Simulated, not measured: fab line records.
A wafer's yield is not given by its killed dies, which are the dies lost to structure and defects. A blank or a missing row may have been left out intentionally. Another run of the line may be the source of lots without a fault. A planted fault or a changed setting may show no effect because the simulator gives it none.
Chamber matching ; flow n5Finfet ; N5_BEOL_M1_STRIP_36 on rieDiel-02: 4 sister chambers
The step strips in N2/H2. 7 wafers are shown with their chamber, then 11 later ones without.

WAFERS, EACH WITH ITS CHAMBER
wafer;chamber;throttleValvePct (%);showerheadPlenumPTorr (Torr)
L086.1;2;23.7;2.63
L086.2;1;24.3;2.50
L086.4;3;23.8;2.57
L089.1;0;23.6;2.46
L089.3;2;23.7;2.63
L089.6;3;23.9;2.56
L088.1;0;23.6;2.46

WAFERS WITHOUT THEIR CHAMBER
wafer;throttleValvePct (%);showerheadPlenumPTorr (Torr)
L088.3;23.9;2.56
L088.4;23.9;2.56
L090.2;23.7;2.62
L090.4;23.9;2.56
L090.5;24.1;2.50
L093.3;23.9;2.56
L093.4;24.1;2.50
L093.5;23.7;2.62
L095.2;23.6;2.46
L095.3;23.9;2.56
L095.4;24.1;2.49

WHICH CHAMBER EACH WENT THROUGH
wafer;from the rows above;in truth
L088.3;3;3
L088.4;3;3
L090.2;2;2
L090.4;3;3
L090.5;1;1
L093.3;3;3
L093.4;1;1
L093.5;2;2
L095.2;0;0
L095.3;3;3
L095.4;1;1
Correctly placed: 11 of 11. Number that these rows cannot place: 0. Wrongly placed: 0.
How it was worked out, from the rows above alone: a wafer's distance from a chamber is the root of the sum, over the readings, of the square of ((its reading less the chamber's mean) divided by the reading's scatter). If the next closest chamber is less than 2 further off than the closest, the wafer can't be placed; otherwise it belongs to the closest. Each chamber's mean is taken over the wafers shown for it. The scatter is the square root of a quotient: the sum, over the shown wafers, of each reading's squared deviation from its chamber's mean, divided by wafers minus chambers.
